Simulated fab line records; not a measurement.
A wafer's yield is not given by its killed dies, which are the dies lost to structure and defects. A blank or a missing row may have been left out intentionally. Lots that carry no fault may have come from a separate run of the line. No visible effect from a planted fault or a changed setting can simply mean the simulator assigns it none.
Chamber matching -- flow n5Finfet -- cmp-04 running N5_PMOS_HMC_CHANNEL_EPI_CMP_21: 4 sister chambers
The step polishes SiGe30, target thk 54 nm. 4 wafers are shown with their chamber, then 8 later ones without.

## WAFERS PAIRED WITH THEIR CHAMBERS
wafer,chamber,motorCurrentA (A)
L075.2,3,13.0
L079.5,1,12.0
L079.6,0,11.4
L082.1,2,11.6

## WAFERS WITH NO CHAMBER GIVEN
wafer,motorCurrentA (A)
L082.3,12.2
L082.4,12.5
L084.1,11.9
L084.2,12.4
L084.4,12.5
L089.2,11.9
L089.4,13.1
L089.5,12.3

## CHAMBER TAKEN BY EACH
wafer,from the rows above,in truth
L082.3,can't be placed: 1 or 2 or 0 or 3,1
L082.4,can't be placed: 1 or 3 or 2 or 0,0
L084.1,can't be placed: 1 or 2 or 0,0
L084.2,can't be placed: 1 or 3 or 2 or 0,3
L084.4,can't be placed: 1 or 3 or 2 or 0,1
L089.2,can't be placed: 1 or 2 or 0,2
L089.4,3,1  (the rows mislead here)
L089.5,can't be placed: 1 or 3 or 2 or 0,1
Correct placement for 0 of the 8. Not placeable from these rows: 7 (in 7, the candidates include the true chamber). Wrongly placed: 1.
How it was worked out, from the rows above alone: a wafer's distance from a chamber is the root of the sum, over the readings, of the square of ((its reading less the chamber's mean) divided by the reading's scatter). If the next closest chamber is less than 2 further off than the closest, the wafer can't be placed; otherwise it belongs to the closest. For every chamber, the mean is computed from those of its wafers that are shown. The scatter (one wafer shown for each chamber): square how far every hidden wafer sits from the nearest shown wafer, average those squares and take the square root.
